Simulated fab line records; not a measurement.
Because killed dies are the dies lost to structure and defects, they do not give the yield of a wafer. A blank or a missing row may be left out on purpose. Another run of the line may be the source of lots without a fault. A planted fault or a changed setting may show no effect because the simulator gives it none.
Problem report in the 8D (eight disciplines) form, filled by code    flow nand-harc    the parts of the form that need people (team, actions taken, sign-off) are left out

1. PROBLEM STATEMENT
thk-nm at NHARC_A_ONON_D1_THK_MEAS_02 reads a mean of 1420 nm on 6 wafers of 2 lots; wafers without a fault read 997 nm with a standard deviation of 8.2. Measured from the usual mean, that is +52 standard deviations.
The step: measures by ellipsometry.
Seen first at day 10 02:49 on film-metro-02, wafer L144.2. The record holds 39 wafers of 13 lots with a number at this step. The rule behind "out" and "out of limits": a value lying over 4 standard deviations away from the usual mean. The rest of the wafers with a number are treated as sound.

2. WHAT IT IS AND WHAT IT IS NOT
question                     is                      is not
which readings at this step  thk-nm                  -
which lots                   L144, L145              L134, L136, L141, L143, L146, L149, L150, L151, L153, L156, L157
which wafers of those lots   all that have a number  -
read on which gauges         film-metro-02           film-metro-01
when                         from day 10 02:49       up to then (12 sound wafers); but 21 sound wafers of L146, L149, L150, L151, L153, L156, L157 came after

3. THE SUSPECTS, EACH WITH WHAT RULES IT OUT
Counting: a tool stays on the suspect list if, at a process step up to the reading, it processed all lots that are out and no sound lot following the first of them.
- the gauge at NHARC_A_ONON_D1_THK_MEAS_02: ruled out. All the wafers that are out were read on film-metro-02, but those of them that NHARC_END_SORT_01 has rows for are out there too, on other tools.
- pvd-sputter-01 at NHARC_P_BONDPAD_PRE_CLEAN_26 (time 30 s): ruled out as a lasting fault. Following L144 (day 9 02:45), the first lot on it that is out, the sound lots L156 were run on it. NHARC_P_BONDPAD_PRE_CLEAN_26 gives no start for some lots, so the hours and the order of its lots are those of NHARC_A_START_INSPECT_01.
- pecvd-onon-02 at NHARC_A_ONON_D1_DEP_00 (target thk 1000 nm): kept. It ran every lot that is out, first L144 (day 10 02:22), and no sound lot after that; its last sound lot up to then is L136 (day 7 21:01).
Left after counting: pecvd-onon-02 at NHARC_A_ONON_D1_DEP_00.

4. THE CAUSE (what the simulator had put in)
Process parameter drift: pecvd-onon-02, from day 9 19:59 on, at NHARC_A_ONON_D1_DEP_00. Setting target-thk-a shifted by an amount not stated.
After counting, this tool was the only one left.

5. SEQUENCE OF EFFECTS, ordered by route
One row per reading whose mean, taken over the struck wafers that have a number, lies over 3 standard deviations from the usual. Readings are gone through only where the record gives a usual standard deviation; hours: the median, over the lots, of the time from a lot's start at the first step in this table giving one to that lot's start at this step; sigmas: the change measured in usual standard deviations.
hours  step                         reading          usual   on struck wafers  change  sigmas
0      NHARC_A_ONON_D1_THK_MEAS_02  thk-nm           997 nm  1420              +423    +52
280    NHARC_END_SORT_01            killed-at-array  25      673               +648    +70
280    NHARC_END_SORT_01            killed-dies      30      677               +647    +67

6. WHAT WOULD HAVE CAUGHT IT SOONER
In this record the first reading out of limits at a measuring or inspecting step was taken at day 10 02:49, 7 hours after the fault began at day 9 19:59.
Tool readings at NHARC_A_ONON_D1_DEP_00 with a usual standard deviation given in the record: none out on any struck wafer, hence no alarm at a limit of 4 standard deviations on them.
Among the 2 lots that are out, L145 began NHARC_A_ONON_D1_DEP_00 on pecvd-onon-02 after day 10 02:49. Holding the tool at that time would have saved it.
